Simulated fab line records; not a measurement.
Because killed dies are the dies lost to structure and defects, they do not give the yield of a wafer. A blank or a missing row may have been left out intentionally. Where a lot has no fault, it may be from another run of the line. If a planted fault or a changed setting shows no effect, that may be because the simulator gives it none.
A lot that was struck, set against a sound lot    flow nand harc    15 steps out of a route of 1302
Sound: the wafers L986.2, L986.3, L986.5. Struck: wafers L996.1, L996.3, L996.5. Last of all comes the cause.
Order at every step that has rows: each side's tool, ch and its chambers, its first start. Under that, the readings that differ: sound wafers    struck wafers    difference of the means    sigmas: that difference in standard deviations of wafers without a fault.
alike: words and numbers the same on both sides, and readings whose means are apart by under 2 such deviations; not compared: readings that were withheld, readings missing a value for some wafer, numbers with overlapping values and no deviation given by the record, and bounds like >300 which may hide the same value.
A row with sigmas, a row that says differs or no value, or rows on one side alone: a step with any of these is where the two part. When numbers do not overlap yet have no deviation, they are printed without sigmas and do not part them. A reading that every wafer of one side lacks parts them only if that side has two wafers or more.

first, 9 steps without rows for these wafers: NHARC_P_ZERO_WELL_STRIP_41 (strips in SPM, time 840 s); NHARC_P_ZERO_WELL_DEHYDRATE_44 (time 120 s); NHARC_P_ZERO_WELL_HMDS_45 (time 30 s); NHARC_P_ZERO_WELL_COAT_46; NHARC_P_ZERO_WELL_SOFTBAKE_47 (time 95 s); NHARC_P_ZERO_WELL_EBR_48; NHARC_P_ZERO_WELL_EXPOSE_49 (exposes mask P HVPW, target cd 2000 nm); NHARC_P_ZERO_WELL_PEB_50 (peb time 85 s); NHARC_P_ZERO_WELL_DEVELOP_51 (time 70 s).
NHARC_P_ZERO_WELL_CD_MEAS_52: target cd 2000 nm.
  sound on cd sem-02 ch 0, day 2 21:33; struck on cd sem-02 ch 0, day 7 01:41
  alike: cd nm
then, 1 step without rows for these wafers: NHARC_P_ZERO_WELL_HARDBAKE_53 (time 80 s).
NHARC_P_ZERO_WELL_DESCUM_54: chemistry O2, time 3 s.
  sound on rie diel-07 ch 1,3, day 2 21:43; struck on rie diel-04 ch 0,2, day 7 01:50
  alike: drypump motor current A, mfc ar sccm, oes product au, rf vpp V, showerhead plenum p Torr, throttle valve pct
  not compared: rf hours counter h
NHARC_P_ZERO_WELL_IMPLANT_55:
  struck on implanter-01, day 7 02:01; sound on implanter-01 ch 0, day 2 21:53
  no value came back on the struck wafers for beam energy keV, beam on s (s), tilt deg (degrees); on the sound wafers beam energy keV reads 179.98 180.10 180.06
next, for these wafers, 1 step has no rows: NHARC_P_ZERO_WELL_IMPLANT_61.
-- the record jumps here: 23 days lie between the struck wafers' starts before and after (it left off in module P_ZERO_WELL and takes up again in module END, whose first step shown is number 1302 of the route) --
NHARC_END_SORT_01:
  the record has rows for the struck wafers here (prober-02 ch 0, day 29 19:31) and none for the sound ones

## WHERE THEY PART
Earliest at NHARC_P_ZERO_WELL_IMPLANT_55; latest, in this record, at NHARC_END_SORT_01.

WHY: what the simulator had put in
Step skipped in full: implanter-01, at NHARC_P_ZERO_WELL_IMPLANT_55, from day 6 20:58 onward. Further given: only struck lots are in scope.
